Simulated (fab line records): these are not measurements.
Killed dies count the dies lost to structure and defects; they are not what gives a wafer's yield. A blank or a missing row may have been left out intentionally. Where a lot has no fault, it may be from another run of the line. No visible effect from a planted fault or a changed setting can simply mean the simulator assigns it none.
Split-lot experiment ; flow n5 finfet ; 21 wafers read from 7 lots, route of 1938 steps

## SPLIT DETAILS
At N5_BEOL_M13_COAT_04 (resist thk 400 nm), the setting spin rpm was moved away from the recipe's 1625 rpm on 5 of the 21 wafers read, by -11.1% to +8.6%. The other wafers ran this setting at the recipe's value.

Reading taken at the split's own step.

## THE READING
coat_of_BEOL_M13_COAT_04.thk nm (the simulator's own value, which no gauge read), in nm, at N5_BEOL_M13_COAT_04 (resist thk 400 nm). There is no usual value for it anywhere in the file. The 16 wafers here that ran the recipe average 399.7 nm, standard deviation 1.4 nm.

wafer;tool, chamber at the split;spin rpm as run, rpm;against the recipe;coat_of_BEOL_M13_COAT_04.thk nm, nm;against lot-mates on the recipe
L075.2;litho track-04, 0;1625;recipe;398.2;-
L075.3;litho track-04, 0;1625;recipe;398.8;-
L075.6;litho track-04, 0;1625;recipe;398.6;-
L077.1;litho track-04, 0;1737;+6.9%;385.6;-13.2
L077.2;litho track-04, 0;1737;+6.9%;385.4;-13.4
L077.3;litho track-04, 0;1625;recipe;398.8;-
L076.1;litho track-04, 0;1625;recipe;398.4;-
L076.2;litho track-04, 0;1625;recipe;398.2;-
L076.3;litho track-04, 0;1625;recipe;398.2;-
L083.3;litho track-01, 0;1625;recipe;400.2;-
L083.4;litho track-01, 0;1764;+8.6%;384.8;-15.7
L083.5;litho track-01, 0;1625;recipe;400.8;-
L085.2;litho track-01, 0;1444;-11.1%;424.4;+25.2
L085.4;litho track-01, 0;1625;recipe;399.4;-
L085.6;litho track-01, 0;1625;recipe;399;-
L092.1;litho track-04, 0;1499;-7.8%;416.6;+16.2
L092.3;litho track-04, 0;1625;recipe;401;-
L092.6;litho track-04, 0;1625;recipe;399.8;-
L096.3;litho track-05, 0;1625;recipe;402.2;-
L096.4;litho track-05, 0;1625;recipe;402.2;-
L096.5;litho track-05, 0;1625;recipe;401;-

THE FIT
A straight line over all 21 wafers: coat_of_BEOL_M13_COAT_04.thk nm changes by -2.07 nm for each +1% of spin rpm; r = -0.99; the points scatter about the line by 1.4 nm.
The same after taking each lot's own level away (the mean of its wafers on the recipe; 21 wafers): -2.06 nm for each +1%; r = -1.00; scatter 0.75 nm.
The reading moves by 23 nm for the largest change in spin rpm, on that fit.
From 398.27 to 401.80 nm: that is the span of the lots' own levels, equal to 2.6 times the standard deviation above.
So the lot-to-lot level changes the slope little: the two slopes agree.
Check: +21.8 nm against its lot-mates is what the line predicts for one of the wafers moved furthest among these (-11.1%) when that wafer is left out of the fit. Against them it came out at +25.2 nm.

## ADDITIONAL SPLITS CARRIED BY THESE WAFERS
These wafers also went through other splits before the reading. Each is held against what the fit with the lots' levels taken away leaves over:
other split on the same wafers;wafers away from the commonest value;r with coat_of_BEOL_M13_COAT_04.thk nm (lot level and that fit taken away)
N5_BEOL_M8_TRENCH_ETCH_37 bias w;5;-0.17
N5_BEOL_M10_PECVD_70 temp c;7;-0.24
N5_BEOL_M10_TRENCH_ETCH_37 bias w;6;+0.20
N5_BEOL_M10_ETCH_41 source w;9;+0.38
N5_BEOL_M11_ETCH_66 time s;7;+0.13
N5_BEOL_M11_TRENCH_ETCH_37 bias w;6;-0.43
N5_BEOL_M12_ETCH_67 source w;3;-0.01
N5_BEOL_M12_ETCH_68 time s;9;-0.13

## FILE'S OWN FIT
coat_of_BEOL_M13_COAT_04.thk nm changes by -2.07 nm for each +1% of spin rpm, r = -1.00.
